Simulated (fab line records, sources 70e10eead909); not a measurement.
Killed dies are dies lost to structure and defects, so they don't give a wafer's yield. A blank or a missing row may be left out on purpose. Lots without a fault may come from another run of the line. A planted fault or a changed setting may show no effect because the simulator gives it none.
Chamber matching | flow nand_harc | NHARC_A_STAIRCASE_DEP_301 on pecvd-04: 3 sister chambers
The step deposits SiON, target thk 30 nm. 3 wafers are shown with their chamber, then 7 later ones without.

WAFERS WITH THEIR CHAMBER
wafer  | chamber | heater_power_w (W)
L084.5 | 2       | 905
L086.1 | 0       | 794
L086.2 | 1       | 893

WAFERS WITHOUT THEIR CHAMBER
wafer  | heater_power_w (W)
L086.3 | 771
L088.1 | 783
L088.4 | 892
L088.6 | 806
L093.1 | 866
L093.2 | 823
L093.5 | 908

WHICH CHAMBER EACH WENT THROUGH
wafer  | from the rows above     | in truth
L086.3 | 0                       | 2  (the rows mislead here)
L088.1 | 0                       | 0
L088.4 | can't be placed: 1 or 2 | 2
L088.6 | 0                       | 0
L093.1 | can't be placed: 1 or 2 | 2
L093.2 | 0                       | 0
L093.5 | can't be placed: 2 or 1 | 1
Placed correctly: 3 of 7. Can't be placed from these rows: 3 (the true chamber is among the candidates in 3). Placed wrongly: 1.
How it was worked out, from the rows above alone: a wafer's distance from a chamber is the root of the sum, over the readings, of the square of ((its reading less the chamber's mean) divided by the reading's scatter). The wafer belongs to the nearest chamber; if the next one is less than 2 further off, it can't be placed. A chamber's mean is the mean of its shown wafers. The scatter: with one shown wafer a chamber, the root of the mean of the squares of how far each hidden wafer lies from its nearest shown one.
